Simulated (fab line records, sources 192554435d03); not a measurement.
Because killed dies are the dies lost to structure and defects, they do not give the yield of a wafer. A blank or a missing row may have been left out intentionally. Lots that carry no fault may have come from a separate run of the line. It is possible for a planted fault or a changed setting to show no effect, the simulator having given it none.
Comparing a struck lot with a sound one	flow n5Finfet	44 out of 1938 route steps
Sound: wafers L613.1, L613.3, L613.4. Struck: wafer L628.1 (left out: L628.5, a lot-mate that was not struck); the cause follows at the end.
For every step that has rows: the tool of each side, followed by ch and its chambers, followed by its first start. Under that, the readings that differ: sound wafers	struck wafers	difference of the means	sigmas: that difference in standard deviations of wafers without a fault.
alike: readings whose means differ by less than 2 such deviations, and words and numbers that are the same on both sides. not compared: withheld readings, readings that some wafer has no value for, bounds like >300 that may hide the same value, and numbers for which the record gives no deviation and whose values overlap.
A row with sigmas, a row that says differs or no value, or rows on one side alone: a step with any of these is where the two part. Numbers that have no deviation but don't overlap get no sigmas and don't part them. A reading that every wafer of one side lacks parts them only if that side has two wafers or more.

first, 4 steps without rows for these wafers: N5_BEOL_M4_SPUTTER_96 (material Cu, target thk 4.5 nm, time 8.29 s); N5_BEOL_M4_ECD_50 (material Cu, target thk 300 nm); N5_BEOL_M4_ANNEAL_51 (time 90 s); N5_BEOL_M4_CMP_52 (polishes, stops on SiOC, t overpolish 6.8 s, target thk 40 nm).
N5_BEOL_M4_THK_MEAS_53: measures by xrf.
  struck on filmMetro-01, day 11 23:52; sound on filmMetro-01, day 8 06:35
reading	sound	struck	difference	sigmas
M4_THK (nm)	40.1 41.8 41.2	45.6	+4.6	+3
then, 3 steps without rows for these wafers: N5_BEOL_M4_PRE_CLEAN_60 (time 15 s); N5_BEOL_M4_CO_CAP_55 (material Co, precursor CCTBA/H2, target thk 2 nm, time 102.1 s); N5_BEOL_M4_PRE_CLEAN_56 (time 15 s).
N5_BEOL_M4_DEP_57: deposits SiCN from 3MS/NH3, target thk 8 nm, time 14 s.
  sound on pecvd-04 ch 0,1, day 8 06:47; struck on pecvd-04 ch 0, day 12 00:05
  alike: showerheadPlenumPTorr, showerheadVppV, throttleValvePct
N5_BEOL_M4_RS_MEAS_58: measurement is done with a four-point probe.
  struck on filmMetro-01, day 12 00:08; sound on filmMetro-02, day 8 06:50
reading	sound	struck	difference	sigmas
M4_RS (ohm/sq)	0.69 0.65 0.67	0.57	-0.10	-3
N5_BEOL_M4_INSPECT_59: inspects for defects (darkfield).
  struck on defectInspect-01, day 12 00:10; sound on defectInspect-02, day 8 06:52
  alike: rawDefectCount
N5_BEOL_M4_RC_MEAS_101:
  sound on prober-02 ch 0, day 8 06:53; struck on prober-02 ch 0, day 12 00:11
  alike: DIBL_N, DIBL_P, IOFF_N, IOFF_P, ION_N, ION_P, SS_N, SS_P, VT_N, VT_P
N5_BEOL_M5_ILD_DEP_00: deposits SiCOH lowk from DEMS/porogen, target thk 140.64 nm, time 25.9 s.
  sound on pecvd-02 ch 0,2, day 8 07:52; struck on pecvd-02 ch 2, day 12 01:10
reading	sound	struck	difference	sigmas
model.SiCOH_lowk_of_BEOL_M5_ILD_DEP_00.thkNm (nm)	137.4 136 140.2	99.4	-38.5	
  alike: heaterPowerW, showerheadPlenumPTorr, showerheadVppV, throttleValvePct
then, 1 step without rows for these wafers: N5_BEOL_M5_CURE_79 (cures SiCOH lowk, time 240 s).
N5_BEOL_M5_THK_MEAS_01:
  struck on filmMetro-01, day 12 01:44; sound on filmMetro-01, day 8 08:26
reading	sound	struck	difference	sigmas
M5_ILD_THK (nm)	118.1 117.0 120.7	85.3	-33.3	-18
N5_BEOL_M5_PECVD_70: deposits SiO2 from TEOS/O2, target thk 16 nm, time 18 s.
  sound on pecvd-03 ch 0,1, day 8 08:28; struck on pecvd-01 ch 1, day 12 01:46
  alike: heaterPowerW, showerheadPlenumPTorr, showerheadVppV, throttleValvePct
N5_BEOL_M5_HM_DEP_02: deposits TiN, target thk 20 nm.
  struck on pvdSputter-01, day 12 03:11; sound on pvdSputter-03, day 8 09:14
  alike: chamberPressurePa, throttleValvePct
then, 9 steps without rows for these wafers: N5_BEOL_M5_COAT_59 (time 60 s, resist thk 60 nm); N5_BEOL_M5_COAT_60 (time 60 s, resist thk 12 nm); N5_BEOL_M5_COAT_71 (time 60 s, resist thk 5 nm); N5_BEOL_M5_COAT_05 (resist thk 30 nm); N5_BEOL_M5_EBR_07; N5_BEOL_M5_SOFTBAKE_06 (time 60 s); N5_BEOL_M5_EXPOSE_08 (exposes mask M5, target cd 28 nm); N5_BEOL_M5_PEB_09 (peb time 60 s); N5_BEOL_M5_DEVELOP_10 (develop time 30 s).
N5_BEOL_M5_CD_MEAS_11: the cd target is 27.74 nm.
  sound on cdSem-01 ch 0, day 8 09:38; struck on cdSem-02 ch 0, day 12 03:35
  alike: cdNm
N5_BEOL_M5_OVL_MEAS_12:
  sound on overlay-02 ch 0, day 8 09:40; struck on overlay-02 ch 0, day 12 03:37
  alike: M5_OVL
N5_BEOL_M5_INSPECT_13: inspects for defects (brightfield).
  struck on defectInspect-02, day 12 03:40; sound on defectInspect-02, day 8 09:43
  alike: rawDefectCount
N5_BEOL_M5_DESCUM_16: chemistry O2, time 7 s.
  sound on rieDiel-05 ch 1,2,3, day 8 09:46; struck on rieDiel-05 ch 3, day 12 05:07
  alike: biasPowerW, drypumpMotorCurrentA, oesProductAu, rfVppV, showerheadPlenumPTorr, throttleValvePct
  not compared: rfHoursCounterH
then, 2 steps without rows for these wafers: N5_BEOL_M5_ETCH_72 (etches underlayer in N2/H2, target depth 6.5 nm, time 5.2 s); N5_BEOL_M5_ETCH_61 (etches SiARC in CF4, target depth 15.6 nm, time 26 s).
N5_BEOL_M5_ETCH_62: etches SOC in N2/H2, target depth 75 nm, overetch 15 nm, time 112.5 s.
  sound on rieDiel-05 ch 1,2,3, day 8 09:51; struck on rieDiel-05 ch 3, day 12 05:12
  alike: drypumpMotorCurrentA, h2FlowSccm, oesProductAu, rfVppV, showerheadPlenumPTorr, throttleValvePct
  not compared: rfHoursCounterH
then, 5 steps without rows for these wafers: N5_BEOL_M5_STRIP_63 (strips in N2/H2); N5_BEOL_M5_STRIP_73 (strips in N2/H2); N5_BEOL_M5_STRIP_64 (strips in CF4); N5_BEOL_M5_HM_OPEN_17 (chemistry Cl2/BCl3, target TiN, target depth 20 nm, overetch 6 nm); N5_BEOL_M5_STRIP_19 (strips in O2).
N5_BEOL_M5_CD_MEAS_18: pitch 56 nm, target cd 28 nm.
  struck on cdSem-03, day 12 05:41; sound on cdSem-01, day 8 10:12
  alike: cdNm
then, 3 steps without rows for these wafers: N5_BEOL_M5_COAT_65 (time 60 s, resist thk 60 nm); N5_BEOL_M5_COAT_66 (time 60 s, resist thk 12 nm); N5_BEOL_M5_COAT_74 (time 60 s, resist thk 5 nm).
N5_BEOL_M5_CMP_52: polishes, stops on SiCOH lowk, t overpolish 6.9 s, target thk 62 nm.
  sound on cmp-04 ch 0,1,2, day 8 20:22; struck on cmp-01 ch 1, day 12 14:11
reading	sound	struck	difference	sigmas
model.SiCOH_lowk_of_BEOL_M5_ILD_DEP_00.thkNm (nm)	115.2 114 117.6	82.2	-33.4	
  alike: edgeZonePressureFrac, motorCurrentA
next, for these wafers, 1 step has no rows: N5_PASSIVATION_PROBE_49.

WHERE THEY PART
First at N5_BEOL_M4_THK_MEAS_53; last, within this record, at N5_BEOL_M5_THK_MEAS_01. Later steps at which nothing parts them and some readings are alike: N5_BEOL_M5_PECVD_70, N5_BEOL_M5_HM_DEP_02, N5_BEOL_M5_CD_MEAS_11, N5_BEOL_M5_OVL_MEAS_12, N5_BEOL_M5_INSPECT_13, N5_BEOL_M5_DESCUM_16, N5_BEOL_M5_ETCH_62, N5_BEOL_M5_CD_MEAS_18, N5_BEOL_M5_CMP_52.

WHY: what had been put in by the simulator
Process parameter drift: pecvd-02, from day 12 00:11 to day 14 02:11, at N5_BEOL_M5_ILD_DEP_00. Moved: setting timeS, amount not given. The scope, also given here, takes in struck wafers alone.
